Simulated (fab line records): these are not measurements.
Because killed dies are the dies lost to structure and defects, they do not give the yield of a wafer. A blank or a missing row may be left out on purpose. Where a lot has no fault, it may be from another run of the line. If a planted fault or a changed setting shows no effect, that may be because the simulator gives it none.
Matching of chambers | flow n5Finfet | 4 sister chambers for N5_BEOL_M2_ETCH_74 on rieDiel-01
The step etches underlayer in N2/H2, target depth 6.5 nm, time 5.2 s. 22 wafers are shown with their chamber, then 11 later ones without.

WAFERS PAIRED WITH THEIR CHAMBERS
wafer  | chamber | throttleValvePct (%) | showerheadPlenumPTorr (Torr) | drypumpMotorCurrentA (A)
L074.1 | 2       | 17.3                 | 2.71                         | 5.6
L074.5 | 2       | 17.3                 | 2.71                         | 5.6
L074.6 | 3       | 18.3                 | 2.68                         | 6.2
L078.1 | 0       | 17.6                 | 2.61                         | 5.9
L078.4 | 2       | 17.3                 | 2.70                         | 5.6
L078.6 | 0       | 17.6                 | 2.61                         | 5.9
L080.1 | 1       | 18.0                 | 2.45                         | 6.1
L080.3 | 0       | 17.6                 | 2.60                         | 5.9
L080.4 | 3       | 18.3                 | 2.68                         | 6.2
L082.2 | 1       | 18.1                 | 2.45                         | 6.1
L082.3 | 2       | 17.3                 | 2.70                         | 5.6
L082.6 | 0       | 17.6                 | 2.60                         | 5.9
L081.2 | 2       | 17.3                 | 2.70                         | 5.6
L081.4 | 0       | 17.6                 | 2.60                         | 5.9
L081.6 | 2       | 17.3                 | 2.70                         | 5.6
L084.1 | 1       | 18.1                 | 2.45                         | 6.1
L084.2 | 3       | 18.3                 | 2.67                         | 6.2
L084.4 | 0       | 17.6                 | 2.60                         | 5.9
L087.3 | 3       | 18.3                 | 2.67                         | 6.2
L087.5 | 3       | 18.3                 | 2.67                         | 6.2
L087.6 | 0       | 17.6                 | 2.60                         | 6.0
L088.1 | 0       | 17.6                 | 2.60                         | 5.9

SIGNATURES (averages over the wafers above)
reading               | chamber 0 | chamber 1 | chamber 2 | chamber 3 | scatter within a chamber
throttleValvePct      | 17.600    | 18.067    | 17.300    | 18.300    | 0.0192
showerheadPlenumPTorr | 2.6025    | 2.4500    | 2.7033    | 2.6740    | 0.00473
drypumpMotorCurrentA  | 5.913     | 6.100     | 5.600     | 6.200     | 0.022
Rule: a wafer's distance from a chamber is the root of the sum, over the readings, of the square of ((its reading less the chamber's mean) divided by the reading's scatter). The wafer belongs to the nearest chamber; if the next one is less than 2 further off, it can't be placed. How the scatter is found: for the shown wafers, subtract from each reading the mean of its chamber, square and add these, divide the total by (wafers less chambers), then take the root.

WAFERS WHOSE CHAMBER IS MISSING
wafer  | throttleValvePct (%) | showerheadPlenumPTorr (Torr) | drypumpMotorCurrentA (A)
L088.2 | 18.3                 | 2.67                         | 6.3
L088.3 | 18.1                 | 2.44                         | 6.1
L094.1 | 18.4                 | 2.66                         | 6.2
L094.2 | 18.1                 | 2.44                         | 6.1
L094.3 | 17.4                 | 2.69                         | 5.6
L095.2 | 18.1                 | 2.44                         | 6.1
L095.3 | 17.6                 | 2.59                         | 5.9
L095.6 | 17.4                 | 2.69                         | 5.6
L097.3 | 17.6                 | 2.59                         | 5.9
L097.4 | 17.4                 | 2.68                         | 5.6
L097.6 | 18.4                 | 2.66                         | 6.2

WHICH CHAMBER EACH ONE RAN IN
wafer  | from the rows above | in truth
L088.2 | 3                   | 3
L088.3 | 1                   | 1
L094.1 | 3                   | 3
L094.2 | 1                   | 1
L094.3 | 2                   | 2
L095.2 | 1                   | 1
L095.3 | 0                   | 0
L095.6 | 2                   | 2
L097.3 | 0                   | 0
L097.4 | 2                   | 2
L097.6 | 3                   | 3
Correctly placed: 11 of 11. From these rows, 0 cannot be placed. Placed wrongly: 0.
